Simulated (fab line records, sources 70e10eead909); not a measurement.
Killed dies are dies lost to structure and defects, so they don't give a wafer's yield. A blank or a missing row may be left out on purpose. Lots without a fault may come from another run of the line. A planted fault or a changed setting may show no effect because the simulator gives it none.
Which tool did it? | flow nand_harc | 19 lots, 57 wafers sampled, at 6 steps of a route of 1302

WHAT THE GAUGES READ, wafer by wafer
The record holds no reading of a measuring or inspecting step that can be judged against a usual standard deviation.

WHICH TOOL RAN EACH LOT (tool, then ch and the chambers of the sampled wafers, then the start)
lot  | NHARC_A_STAIRCASE_DESCUM_291       | NHARC_A_STAIRCASE_STRIP_295                   | NHARC_A_STAIRCASE_ALD_415        | NHARC_A_STAIRCASE_STRIP_476        | NHARC_A_STAIRCASE_DEP_151       | NHARC_A_STAIRCASE_DESCUM_443
L074 | rie_diel-04 ch 0,1,3, day 16 15:00 | rie_diel-04 ch 0,3, day 17 00:53 or earlier   | ald_hk-02 ch 0,2, day 17 00:53   | rie_diel-05 ch 1,2,3, day 17 04:32 | pecvd-03 ch 1,2, day 17 15:23   | rie_diel-05 ch 0,2, day 18 15:16
L075 | rie_diel-04 ch 0,2,3, day 17 00:35 | rie_diel-04 ch 1,2,3, day 17 11:32 or earlier | ald_hk-01 ch 0,1,3, day 17 11:32 | rie_diel-05 ch 2,3, day 17 13:37   | pecvd-01 ch 0,1,2, day 18 00:35 | rie_diel-04 ch 0,1,3, day 19 06:39
L077 | rie_diel-11 ch 0,1,3, day 17 12:21 | rie_diel-11 ch 1,2,3, day 17 19:45 or earlier | ald_hk-02 ch 0,1,3, day 17 19:45 | rie_diel-04 ch 0,3, day 17 21:28   | pecvd-03 ch 1,2, day 18 08:34   | rie_diel-04 ch 0,1,2, day 19 06:44
L076 | rie_diel-11 ch 2,3, day 17 13:34   | rie_diel-11 ch 0,2, day 17 21:07 or earlier   | ald_hk-04 ch 1,2,3, day 17 21:07 | rie_diel-04 ch 0,2, day 17 23:16   | pecvd-04 ch 0,2, day 18 08:34   | rie_diel-05 ch 0,1,2, day 19 06:42
L078 | rie_diel-04 ch 0,1,2, day 18 06:45 | rie_diel-04 ch 1,2, day 18 14:56 or earlier   | ald_hk-02 ch 0,3, day 18 14:56   | rie_diel-11 ch 0,1,2, day 18 16:58 | pecvd-04 ch 1,2, day 19 03:54   | rie_diel-05 ch 0,1, day 20 03:34
L079 | rie_diel-11 ch 0,3, day 18 10:26   | rie_diel-11 ch 0,1,2, day 18 17:44 or earlier | ald_hk-01 ch 0,2,3, day 18 17:44 | rie_diel-04 ch 0,1,3, day 18 19:41 | pecvd-04 ch 1,2, day 19 09:11   | rie_diel-05 ch 0,3, day 20 11:04
L080 | rie_diel-04 ch 0,2, day 19 04:13   | rie_diel-04 ch 0,2,3, day 19 14:21 or earlier | ald_hk-02 ch 1,3, day 19 14:21   | rie_diel-11 ch 0,1,2, day 19 16:32 | pecvd-01 ch 0,1, day 20 03:25   | rie_diel-04 ch 0,1,3, day 21 04:40
L081 | rie_diel-04 ch 0,1, day 19 21:13   | rie_diel-04 ch 2,3, day 20 06:47 or earlier   | ald_hk-02 ch 0,3, day 20 06:47   | rie_diel-04 ch 2,3, day 20 08:43   | pecvd-03 ch 0,1,2, day 20 21:13 | rie_diel-05 ch 0,1, day 22 08:49
L082 | rie_diel-05 ch 0,1, day 19 22:37   | rie_diel-05 ch 0,3, day 20 14:06 or earlier   | ald_hk-04 ch 0,2,3, day 20 14:06 | rie_diel-05 ch 0,1,2, day 20 16:03 | pecvd-01 ch 0,2, day 21 03:34   | rie_diel-11 ch 0,1,3, day 22 16:45
L083 | rie_diel-11 ch 0,1,2, day 20 16:41 | rie_diel-11 ch 0,1,3, day 20 23:58 or earlier | ald_hk-02 ch 1,2, day 20 23:58   | rie_diel-05 ch 1,2, day 21 01:54   | pecvd-04 ch 0,1,2, day 21 12:59 | rie_diel-04 ch 1,2,3, day 22 16:56
L084 | rie_diel-04 ch 0,1,3, day 20 23:50 | rie_diel-04 ch 0,1,3, day 21 09:34 or earlier | ald_hk-01 ch 0,2,3, day 21 09:34 | rie_diel-04 ch 1,2,3, day 21 11:52 | pecvd-03 ch 0,1,2, day 22 00:24 | rie_diel-04 ch 1,2,3, day 23 01:42
L087 | rie_diel-05 ch 1,3, day 22 04:11   | rie_diel-05 ch 0,2, day 22 11:11 or earlier   | ald_hk-04 ch 0,2,3, day 22 11:11 | rie_diel-05 ch 0,1,3, day 22 13:22 | pecvd-03 ch 0,1,2, day 23 05:18 | rie_diel-05 ch 0,1,2, day 24 08:40
L088 | rie_diel-04 ch 0,1,2, day 22 12:21 | rie_diel-04 ch 0,2,3, day 22 19:57 or earlier | ald_hk-02 ch 0,1,3, day 22 19:57 | rie_diel-05 ch 2,3, day 22 21:39   | pecvd-04 ch 1,2, day 23 08:35   | rie_diel-11 ch 0,2,3, day 24 09:43
L091 | rie_diel-05 ch 1,2,3, day 23 09:26 | rie_diel-05 ch 0,1,2, day 23 16:40 or earlier | ald_hk-04 ch 1,2,3, day 23 16:40 | rie_diel-05 ch 0,2,3, day 23 18:37 | pecvd-01 ch 0,1,2, day 24 07:18 | rie_diel-11 ch 0,1,3, day 25 11:16
L089 | rie_diel-05 ch 0,2,3, day 23 12:02 | rie_diel-05 ch 1,3, day 23 21:36 or earlier   | ald_hk-02 ch 1,2,3, day 23 21:36 | rie_diel-05 ch 0,1,2, day 23 23:19 | pecvd-03 ch 0,1,2, day 24 10:31 | rie_diel-04 ch 1,2,3, day 25 08:19
L092 | rie_diel-04 ch 1,2,3, day 24 06:15 | rie_diel-04 ch 1,2,3, day 24 15:44 or earlier | ald_hk-04 ch 0,1,3, day 24 15:44 | rie_diel-05 ch 2,3, day 24 17:13   | pecvd-01 ch 0,1,2, day 25 06:01 | rie_diel-05 ch 0,1,2, day 26 07:34
L094 | rie_diel-04 ch 1,2,3, day 24 17:29 | rie_diel-04 ch 1,2,3, day 25 01:10 or earlier | ald_hk-01 ch 0,1,3, day 25 01:10 | rie_diel-04 ch 1,2,3, day 25 03:20 | pecvd-03 ch 0,1,2, day 25 15:05 | rie_diel-05 ch 0,1,2, day 26 19:17
L095 | rie_diel-11 ch 0,1,3, day 25 17:42 | rie_diel-11 ch 1,2,3, day 26 01:02 or earlier | ald_hk-02 ch 0,3, day 26 01:02   | rie_diel-11 ch 0,2,3, day 26 03:01 | pecvd-03 ch 0,1,2, day 26 17:06 | rie_diel-05 ch 0,1, day 27 15:54
L097 | rie_diel-05 ch 0,1, day 26 14:45   | rie_diel-05 ch 1,3, day 26 23:26 or earlier   | ald_hk-01 ch 0,3, day 26 23:26   | rie_diel-05 ch 0,2,3, day 27 01:43 | pecvd-01 ch 0,1,2, day 27 14:07 | rie_diel-05 ch 0,3, day 28 16:37
- NHARC_A_STAIRCASE_DESCUM_291: chemistry O2, time 3 s.
- NHARC_A_STAIRCASE_STRIP_295: strips in O2.
- NHARC_A_STAIRCASE_ALD_415: deposits SiO2, target thk 30 nm, pulse time 6 s, ald cycles 300.
- NHARC_A_STAIRCASE_STRIP_476: strips in O2, time 20 s.
- NHARC_A_STAIRCASE_DEP_151: deposits SiO2, target thk 7200 nm.
- NHARC_A_STAIRCASE_DESCUM_443: chemistry O2, time 3 s.

WHAT THE TOOLS THEMSELVES READ (means of the sampled wafers that have a number; where no wafer has one, the mark that the record gives instead)
NHARC_A_STAIRCASE_DESCUM_291. Usual: chamber_pressure_mTorr 60.00 mTorr, standard deviation 0.059; drypump_motor_current_A 5.8 A, standard deviation 0.49; o2_flow_sccm 200.1 sccm, standard deviation 0.6; oes_product_au 1.001 a.u., standard deviation 0.0087; rf_vpp_V 57.7 V, standard deviation 0.88; showerhead_plenum_p_Torr 1.92 Torr, standard deviation 0.098; throttle_valve_pct 11.313 %, standard deviation 0.0087.
lot  | tool        | chamber_pressure_mTorr (mTorr) | drypump_motor_current_A (A) | o2_flow_sccm (sccm) | oes_product_au (a.u.) | rf_vpp_V (V) | showerhead_plenum_p_Torr (Torr) | throttle_valve_pct (%) | flag
L074 | rie_diel-04 | 60.00                          | 5.6                         | 200.0               | 1.005                 | 58.2         | 1.92                            | 11.306                 |
L075 | rie_diel-04 | 60.04                          | 5.7                         | 200.5               | 1.002                 | 57.7         | 1.88                            | 11.314                 |
L077 | rie_diel-11 | 60.00                          | 6.0                         | 199.9               | 1.002                 | 58.0         | 1.88                            | 11.311                 |
L076 | rie_diel-11 | 60.01                          | 5.8                         | 200.5               | 1.018                 | 57.9         | 1.77                            | 11.307                 |
L078 | rie_diel-04 | 59.92                          | 5.4                         | 200.0               | 1.002                 | 58.0         | 1.93                            | 11.315                 |
L079 | rie_diel-11 | 59.97                          | 6.2                         | 200.7               | 1.009                 | 56.8         | 1.84                            | 11.318                 |
L080 | rie_diel-04 | 60.00                          | 5.4                         | 199.8               | 1.003                 | 57.9         | 1.85                            | 11.302                 |
L081 | rie_diel-04 | 60.01                          | 5.3                         | 199.2               | 0.997                 | 57.6         | 1.97                            | 11.322                 |
L082 | rie_diel-05 | 60.04                          | 5.9                         | 200.7               | 1.008                 | 58.2         | 1.94                            | 11.311                 |
L083 | rie_diel-11 | 59.96                          | 5.9                         | 200.3               | 0.995                 | 57.9         | 1.88                            | 11.302                 |
L084 | rie_diel-04 | 60.01                          | 5.6                         | 199.9               | 0.998                 | 57.3         | 1.91                            | 11.308                 |
L087 | rie_diel-05 | 59.94                          | 6.1                         | 200.2               | 0.994                 | 57.8         | 1.92                            | 11.309                 |
L088 | rie_diel-04 | 60.00                          | 5.4                         | 200.5               | 1.002                 | 58.1         | 1.92                            | 11.313                 |
L091 | rie_diel-05 | 60.01                          | 5.9                         | 200.2               | 0.995                 | 58.0         | 1.90                            | 11.318                 |
L089 | rie_diel-05 | 59.96                          | 5.6                         | 199.8               | 0.996                 | 57.6         | 1.95                            | 11.320                 |
L092 | rie_diel-04 | 59.97                          | 5.8                         | 200.1               | 1.007                 | 57.4         | 1.94                            | 11.311                 |
L094 | rie_diel-04 | 60.08                          | 5.8                         | 199.5               | 1.004                 | 58.4         | 1.94                            | 11.326                 |
L095 | rie_diel-11 | 59.97                          | 6.0                         | 200.6               | 0.999                 | 57.6         | 1.96                            | 11.297                 |
L097 | rie_diel-05 | 60.03                          | 6.2                         | 200.0               | 1.002                 | 57.3         | 1.88                            | 11.310                 |

NHARC_A_STAIRCASE_STRIP_295. Usual: chamber_pressure_mTorr 60.00 mTorr, standard deviation 0.059; drypump_motor_current_A 5.8 A, standard deviation 0.49; o2_flow_sccm 499.9 sccm, standard deviation 1.4; oes_product_au 1.002 a.u., standard deviation 0.0087; rf_vpp_V 57.8 V, standard deviation 0.92; showerhead_plenum_p_Torr 3.52 Torr, standard deviation 0.17; throttle_valve_pct 17.036 %, standard deviation 0.0097.
lot  | tool        | chamber_pressure_mTorr (mTorr) | drypump_motor_current_A (A) | o2_flow_sccm (sccm) | oes_product_au (a.u.) | rf_vpp_V (V) | showerhead_plenum_p_Torr (Torr) | throttle_valve_pct (%) | flag
L074 | rie_diel-04 | 59.99                          | 5.9                         | 500.4               | 1.002                 | 57.4         | 3.46                            | 17.029                 |
L075 | rie_diel-04 | 60.00                          | 5.8                         | 500.5               | 0.996                 | 58.0         | 3.61                            | 17.040                 |
L077 | rie_diel-11 | 60.02                          | 5.7                         | 498.7               | 1.003                 | 57.9         | 3.41                            | 17.039                 |
L076 | rie_diel-11 | 60.01                          | 5.9                         | 500.2               | 0.994                 | 57.2         | 3.36                            | 17.031                 |
L078 | rie_diel-04 | 60.04                          | 5.6                         | 499.3               | 1.002                 | 58.9         | 3.62                            | 17.035                 |
L079 | rie_diel-11 | 60.02                          | 5.9                         | 501.1               | 0.998                 | 57.5         | 3.47                            | 17.042                 |
L080 | rie_diel-04 | 60.05                          | 5.7                         | 500.4               | 0.994                 | 58.1         | 3.46                            | 17.030                 |
L081 | rie_diel-04 | 60.04                          | 6.1                         | 499.2               | 0.995                 | 57.7         | 3.51                            | 17.042                 |
L082 | rie_diel-05 | 59.96                          | 5.1                         | 499.5               | 1.010                 | 58.9         | 3.75                            | 17.033                 |
L083 | rie_diel-11 | 60.04                          | 6.0                         | 500.2               | 1.001                 | 57.6         | 3.64                            | 17.027                 |
L084 | rie_diel-04 | 60.00                          | 5.6                         | 500.8               | 1.005                 | 57.8         | 3.52                            | 17.033                 |
L087 | rie_diel-05 | 60.00                          | 6.1                         | 501.3               | 1.001                 | 57.8         | 3.44                            | 17.041                 |
L088 | rie_diel-04 | 59.95                          | 5.7                         | 499.6               | 0.995                 | 57.7         | 3.45                            | 17.048                 |
L091 | rie_diel-05 | 59.94                          | 6.1                         | 499.6               | 1.005                 | 58.1         | 3.46                            | 17.032                 |
L089 | rie_diel-05 | 60.00                          | 6.1                         | 500.4               | 0.999                 | 57.6         | 3.53                            | 17.052                 |
L092 | rie_diel-04 | 59.95                          | 5.8                         | 499.5               | 1.001                 | 58.5         | 3.58                            | 17.028                 |
L094 | rie_diel-04 | 60.04                          | 5.8                         | 501.3               | 1.003                 | 58.0         | 3.58                            | 17.032                 |
L095 | rie_diel-11 | 60.02                          | 5.7                         | 499.2               | 1.000                 | 57.3         | 3.55                            | 17.034                 |
L097 | rie_diel-05 | 60.04                          | 6.1                         | 500.6               | 0.992                 | 58.3         | 3.52                            | 17.039                 |

NHARC_A_STAIRCASE_ALD_415. Usual: heater_power_w 461 W, standard deviation 54; precursor_pulse_height_rel 1.001, standard deviation 0.021; susceptor_temp_C 299.99 C, standard deviation 0.2.
lot  | tool      | heater_power_w (W) | precursor_pulse_height_rel | susceptor_temp_C (C) | flag
L074 | ald_hk-02 | 524                | 1.015                      | 300.02               |
L075 | ald_hk-01 | 432                | 1.001                      | 299.94               |
L077 | ald_hk-02 | 473                | 0.997                      | 299.97               |
L076 | ald_hk-04 | 451                | 0.983                      | 299.97               |
L078 | ald_hk-02 | 465                | 1.005                      | 300.14               |
L079 | ald_hk-01 | 438                | 0.983                      | 300.07               |
L080 | ald_hk-02 | 430                | 1.018                      | 299.79               |
L081 | ald_hk-02 | 517                | 0.993                      | 299.79               |
L082 | ald_hk-04 | 445                | 1.005                      | 299.95               |
L083 | ald_hk-02 | 459                | 0.994                      | 299.99               |
L084 | ald_hk-01 | 444                | 1.001                      | 299.83               |
L087 | ald_hk-04 | 448                | 0.987                      | 299.85               |
L088 | ald_hk-02 | 465                | 1.006                      | 300.16               |
L091 | ald_hk-04 | 464                | 1.015                      | 299.80               |
L089 | ald_hk-02 | 428                | 0.983                      | 299.97               |
L092 | ald_hk-04 | 452                | 1.005                      | 300.10               |
L094 | ald_hk-01 | 435                | 1.005                      | 300.13               |
L095 | ald_hk-02 | 512                | 1.006                      | 299.80               |
L097 | ald_hk-01 | 417                | 1.005                      | 299.78               |

NHARC_A_STAIRCASE_STRIP_476. Usual: chamber_pressure_mTorr 60.00 mTorr, standard deviation 0.052; drypump_motor_current_A 5.8 A, standard deviation 0.55; o2_flow_sccm 500.1 sccm, standard deviation 1.5; oes_product_au 1.001 a.u., standard deviation 0.0088; rf_vpp_V 57.7 V, standard deviation 0.92; showerhead_plenum_p_Torr 3.52 Torr, standard deviation 0.17; throttle_valve_pct 17.037 %, standard deviation 0.0091.
lot  | tool        | chamber_pressure_mTorr (mTorr) | drypump_motor_current_A (A) | o2_flow_sccm (sccm) | oes_product_au (a.u.) | rf_vpp_V (V) | showerhead_plenum_p_Torr (Torr) | throttle_valve_pct (%) | flag
L074 | rie_diel-05 | 60.04                          | 6.0                         | 501.3               | 0.995                 | 57.0         | 3.36                            | 17.042                 |
L075 | rie_diel-05 | 60.02                          | 5.8                         | 501.0               | 0.989                 | 57.8         | 3.33                            | 17.032                 |
L077 | rie_diel-04 | 60.01                          | 5.6                         | 500.1               | 1.009                 | 57.2         | 3.40                            | 17.026                 |
L076 | rie_diel-04 | 60.04                          | 5.5                         | 500.2               | 0.995                 | 57.2         | 3.48                            | 17.036                 |
L078 | rie_diel-11 | 60.03                          | 5.9                         | 500.5               | 1.015                 | 58.1         | 3.47                            | 17.035                 |
L079 | rie_diel-04 | 59.99                          | 5.6                         | 498.6               | 1.002                 | 57.8         | 3.53                            | 17.039                 |
L080 | rie_diel-11 | 59.98                          | 5.9                         | 499.9               | 0.989                 | 57.2         | 3.47                            | 17.033                 |
L081 | rie_diel-04 | 60.02                          | 6.1                         | 501.3               | 0.999                 | 58.1         | 3.50                            | 17.039                 |
L082 | rie_diel-05 | 59.96                          | 6.1                         | 497.7               | 1.005                 | 57.5         | 3.47                            | 17.033                 |
L083 | rie_diel-05 | 59.99                          | 6.5                         | 498.9               | 0.998                 | 57.5         | 3.39                            | 17.031                 |
L084 | rie_diel-04 | 59.98                          | 5.8                         | 500.0               | 1.000                 | 58.2         | 3.59                            | 17.040                 |
L087 | rie_diel-05 | 60.01                          | 5.7                         | 498.3               | 1.001                 | 58.0         | 3.61                            | 17.028                 |
L088 | rie_diel-05 | 59.97                          | 5.9                         | 500.6               | 1.002                 | 57.0         | 3.50                            | 17.034                 |
L091 | rie_diel-05 | 60.00                          | 5.6                         | 500.3               | 1.006                 | 57.9         | 3.58                            | 17.044                 |
L089 | rie_diel-05 | 59.99                          | 6.1                         | 500.7               | 0.998                 | 57.4         | 3.46                            | 17.035                 |
L092 | rie_diel-05 | 60.01                          | 5.9                         | 500.1               | 1.001                 | 57.5         | 3.49                            | 17.038                 |
L094 | rie_diel-04 | 60.01                          | 5.8                         | 499.9               | 1.006                 | 57.3         | 3.57                            | 17.023                 |
L095 | rie_diel-11 | 60.06                          | 6.0                         | 501.1               | 1.005                 | 58.1         | 3.50                            | 17.046                 |
L097 | rie_diel-05 | 59.95                          | 5.6                         | 499.6               | 1.001                 | 58.2         | 3.57                            | 17.024                 |

NHARC_A_STAIRCASE_DEP_151. Usual: heater_power_w 686 W, standard deviation 100; susceptor_temp_C 400.01 C, standard deviation 0.22.
lot  | tool     | heater_power_w (W) | susceptor_temp_C (C) | flag
L074 | pecvd-03 | 650                | 399.83               |
L075 | pecvd-01 | 728                | 399.70               |
L077 | pecvd-03 | 612                | 400.09               |
L076 | pecvd-04 | 756                | 399.80               |
L078 | pecvd-04 | 667                | 400.14               |
L079 | pecvd-04 | 693                | 400.03               |
L080 | pecvd-01 | 826                | 400.09               |
L081 | pecvd-03 | 614                | 400.00               |
L082 | pecvd-01 | 804                | 400.08               |
L083 | pecvd-04 | 698                | 400.02               |
L084 | pecvd-03 | 581                | 400.15               |
L087 | pecvd-03 | 606                | 399.81               |
L088 | pecvd-04 | 602                | 400.11               |
L091 | pecvd-01 | 825                | 399.77               |
L089 | pecvd-03 | 581                | 399.84               |
L092 | pecvd-01 | 706                | 400.09               |
L094 | pecvd-03 | 635                | 400.20               |
L095 | pecvd-03 | 571                | 399.83               |
L097 | pecvd-01 | 765                | 400.17               |

NHARC_A_STAIRCASE_DESCUM_443. Usual: chamber_pressure_mTorr 60.00 mTorr, standard deviation 0.056; drypump_motor_current_A 5.8 A, standard deviation 0.53; o2_flow_sccm 200.0 sccm, standard deviation 0.57; oes_product_au 1.003 a.u., standard deviation 0.0088; rf_vpp_V 58.0 V, standard deviation 0.92; showerhead_plenum_p_Torr 1.93 Torr, standard deviation 0.1; throttle_valve_pct 11.311 %, standard deviation 0.0087.
lot  | tool        | chamber_pressure_mTorr (mTorr) | drypump_motor_current_A (A) | o2_flow_sccm (sccm) | oes_product_au (a.u.) | rf_vpp_V (V) | showerhead_plenum_p_Torr (Torr) | throttle_valve_pct (%) | flag
L074 | rie_diel-05 | 60.03                          | 5.8                         | 200.1               | 1.007                 | 57.9         | 1.93                            | 11.311                 |
L075 | rie_diel-04 | 60.00                          | 5.6                         | 199.6               | 1.009                 | 58.0         | 1.92                            | 11.309                 |
L077 | rie_diel-04 | 60.00                          | 5.4                         | 200.2               | 0.997                 | 58.3         | 1.93                            | 11.308                 |
L076 | rie_diel-05 | 59.99                          | 6.1                         | 199.5               | 1.002                 | 57.0         | 1.88                            | 11.311                 |
L078 | rie_diel-05 | 60.01                          | 5.9                         | 199.7               | 1.005                 | 57.9         | 1.94                            | 11.306                 |
L079 | rie_diel-05 | 60.00                          | 5.1                         | 200.0               | 1.017                 | 58.5         | 2.04                            | 11.310                 |
L080 | rie_diel-04 | 59.97                          | 5.6                         | 200.1               | 1.002                 | 57.8         | 1.91                            | 11.311                 |
L081 | rie_diel-05 | 60.00                          | 5.9                         | 199.7               | 1.000                 | 58.0         | 1.93                            | 11.306                 |
L082 | rie_diel-11 | 60.01                          | 6.0                         | 199.7               | 1.000                 | 57.6         | 1.97                            | 11.313                 |
L083 | rie_diel-04 | 60.07                          | 5.7                         | 199.5               | 0.994                 | 58.1         | 1.95                            | 11.314                 |
L084 | rie_diel-04 | 59.97                          | 5.8                         | 199.9               | 0.986                 | 57.2         | 1.95                            | 11.317                 |
L087 | rie_diel-05 | 60.03                          | 6.1                         | 200.0               | 1.012                 | 57.8         | 1.87                            | 11.310                 |
L088 | rie_diel-11 | 60.07                          | 5.9                         | 200.0               | 0.999                 | 58.7         | 1.90                            | 11.305                 |
L091 | rie_diel-11 | 60.00                          | 6.0                         | 199.7               | 0.996                 | 58.1         | 1.97                            | 11.305                 |
L089 | rie_diel-04 | 60.01                          | 5.7                         | 199.9               | 1.011                 | 58.7         | 1.94                            | 11.313                 |
L092 | rie_diel-05 | 60.03                          | 6.1                         | 199.9               | 1.007                 | 58.2         | 1.87                            | 11.321                 |
L094 | rie_diel-05 | 59.98                          | 6.1                         | 200.5               | 1.011                 | 58.0         | 1.87                            | 11.310                 |
L095 | rie_diel-05 | 59.99                          | 5.9                         | 200.5               | 1.010                 | 57.5         | 1.92                            | 11.306                 |
L097 | rie_diel-05 | 60.00                          | 5.3                         | 199.8               | 1.003                 | 57.6         | 1.99                            | 11.317                 |

THE ANSWER, worked out from the rows above alone
Rule: a lot is off if the mean of its wafers that have a number lies more than 3 standard deviations from the usual mean. A lot without any number at a reading at which 4 lots or more have one is off too. The other lots that the step has rows for count as sound. The gauges are gone through in route order, then the tools' own readings, and for those a lot's mean is taken as printed above. The first step at which some lot is off is used, and at that step the reading that is off furthest; a lot without a number counts as furthest.
No lot is off at any reading shown: from this, nothing can be told.

WHAT THE SIMULATOR HAD PUT IN
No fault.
